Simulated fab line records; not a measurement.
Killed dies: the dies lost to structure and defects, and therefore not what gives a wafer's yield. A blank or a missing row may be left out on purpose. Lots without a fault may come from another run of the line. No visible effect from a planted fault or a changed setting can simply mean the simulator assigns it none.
One fault through the eyes of 2 desks    flow nand_harc    what lay behind the numbers comes last; until then each desk has only its own

FROM THE METROLOGY DESK
Lot by lot, what the gauges showed, no matter which tool ran the lot: averages of those sampled wafers that carry a number. Marked OUT: a lot whose mean sits more than 4 standard deviations from the usual mean, which makes it out of limits; the brackets give that distance.
Columns: A = thk_nm at NHARC_A_ONON_D2_THK_MEAS_18, usual 1003 nm
lot   first seen here  A
L954  day 13 16:17     1002
L955  day 14 09:59     1004
L957  day 14 15:07     1003
L958  day 15 05:46     992
L959  day 16 03:47     1000
L960  day 16 03:47     1001
L969  day 19 09:52     1168 (+21) OUT
L970  day 20 07:49     1164 (+21) OUT
L971  day 20 16:04     1007
L972  day 21 00:13     1007
L973  day 21 17:04     1002
L975  day 22 17:46     1003
This desk finds L969, L970 out of limits, L969 being first, at day 19 09:52 (thk_nm at NHARC_A_ONON_D2_THK_MEAS_18). Within limits: L954, L955, L957, L958, L959, L960, L971, L972, L973, L975.

TOOL OWNER'S DESK, pecvd_onon-02
The tool's own readings at NHARC_A_ONON_D2_DEP_16 (target thk 1000 nm): means of the sampled wafers that have a number, for each lot that ran on this tool. Marked OUT: a lot whose mean sits more than 4 standard deviations from the usual mean, which makes it out of limits; the brackets give that distance.
Columns: A = susceptor_temp_C at NHARC_A_ONON_D2_DEP_16, usual 400.00 C
lot   first seen here  A
L955  day 14 09:29     399.86
L969  day 19 09:21     400.13
L970  day 20 07:22     400.13
L975  day 22 17:19     400.32
Finding of this desk: none of the 4 lots has anything out of limits.

ALL TOGETHER
An alarm was possible from the metrology desk at day 19 09:52, on L969, L970.
The desk of the tool owner found nothing out of limits.
Tool owner's desk: L969, L970 on record, inside its limits.
The lots listed all ran NHARC_A_ONON_D2_DEP_16 on pecvd_onon-02.

WHAT HAD BEEN PUT IN BY THE SIMULATOR
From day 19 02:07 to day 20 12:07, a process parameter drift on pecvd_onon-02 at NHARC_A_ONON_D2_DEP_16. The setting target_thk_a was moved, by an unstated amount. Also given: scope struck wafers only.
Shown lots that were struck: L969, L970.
Time in hours between the start of the fault and the first out-of-limits reading at each desk: metrology desk, 8.
